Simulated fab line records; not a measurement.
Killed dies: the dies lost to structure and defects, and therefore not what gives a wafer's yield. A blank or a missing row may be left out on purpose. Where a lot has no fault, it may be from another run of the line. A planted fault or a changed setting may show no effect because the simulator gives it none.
Matching of chambers + flow n5Finfet + N5_BEOL_M0_PRE_CLEAN_131 on cvdCo-02 has 3 sister chambers
The step time 15 s. 30 wafers are shown with their chamber, then 12 later ones without.

== WAFERS WITH THEIR CHAMBER ==
| wafer  | chamber | heaterPowerW (W) | rfFwdPowerW (W) |
|--------|---------|------------------|-----------------|
| L074.2 | 2       | 99               | 295.3           |
| L074.4 | 2       | 99               | 294.3           |
| L074.6 | 0       | 83               | 297.1           |
| L076.3 | 0       | 84               | 297.7           |
| L076.4 | 2       | 98               | 295.8           |
| L076.5 | 0       | 85               | 298.8           |
| L078.1 | 1       | 83               | 298.8           |
| L078.4 | 2       | 102              | 295.4           |
| L078.5 | 0       | 85               | 296.7           |
| L082.3 | 2       | 102              | 294.2           |
| L082.5 | 0       | 85               | 297.8           |
| L082.6 | 2       | 101              | 292.9           |
| L084.3 | 2       | 100              | 293.0           |
| L084.5 | 0       | 85               | 296.9           |
| L084.6 | 1       | 83               | 299.6           |
| L085.3 | 2       | 97               | 293.3           |
| L085.4 | 1       | 85               | 297.1           |
| L085.6 | 2       | 100              | 293.8           |
| L087.1 | 2       | 100              | 293.4           |
| L087.2 | 1       | 82               | 297.2           |
| L087.5 | 1       | 85               | 297.2           |
| L089.2 | 0       | 82               | 296.1           |
| L089.3 | 1       | 82               | 298.1           |
| L089.5 | 0       | 86               | 296.1           |
| L090.4 | 0       | 83               | 295.9           |
| L090.5 | 2       | 101              | 293.8           |
| L090.6 | 1       | 87               | 298.9           |
| L092.3 | 0       | 88               | 297.0           |
| L092.4 | 0       | 83               | 298.5           |
| L092.5 | 2       | 100              | 294.5           |

SIGNATURES, as means of the wafers listed above
| reading      | chamber 0 | chamber 1 | chamber 2 | scatter within a chamber |
|--------------|-----------|-----------|-----------|--------------------------|
| heaterPowerW | 84.45     | 83.86     | 99.92     | 1.66                     |
| rfFwdPowerW  | 297.145   | 298.129   | 294.142   | 0.972                    |
Rule: for a wafer and a chamber, the distance is found by dividing, reading by reading, the gap between the wafer's reading and the chamber's mean by the reading's scatter, squaring, summing and taking the root. If the next closest chamber is less than 2 further off than the closest, the wafer can't be placed; otherwise it belongs to the closest. The scatter: take each reading less its chamber's mean, square it, sum over the shown wafers, divide by the number of wafers less the number of chambers, and take the root.

== WAFERS WITHOUT THEIR CHAMBER ==
| wafer  | heaterPowerW (W) | rfFwdPowerW (W) |
|--------|------------------|-----------------|
| L091.2 | 101              | 293.6           |
| L091.4 | 84               | 297.4           |
| L091.6 | 104              | 293.7           |
| L093.1 | 99               | 293.7           |
| L093.2 | 84               | 296.8           |
| L093.6 | 84               | 296.5           |
| L096.1 | 101              | 295.0           |
| L096.2 | 85               | 297.1           |
| L096.4 | 84               | 296.6           |
| L097.1 | 101              | 294.0           |
| L097.2 | 84               | 296.8           |
| L097.4 | 83               | 299.9           |

== EACH ONE'S CHAMBER ==
| wafer  | from the rows above     | in truth |
|--------|-------------------------|----------|
| L091.2 | 2                       | 2        |
| L091.4 | can't be placed: 0 or 1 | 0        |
| L091.6 | 2                       | 2        |
| L093.1 | 2                       | 2        |
| L093.2 | can't be placed: 0 or 1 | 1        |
| L093.6 | can't be placed: 0 or 1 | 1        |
| L096.1 | 2                       | 2        |
| L096.2 | can't be placed: 0 or 1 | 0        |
| L096.4 | can't be placed: 0 or 1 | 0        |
| L097.1 | 2                       | 2        |
| L097.2 | can't be placed: 0 or 1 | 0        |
| L097.4 | can't be placed: 1 or 0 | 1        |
Placed correctly: 5 of 12. Unplaceable from these rows: 7, with the true chamber sitting among the candidates in 7. 0 placed wrongly.
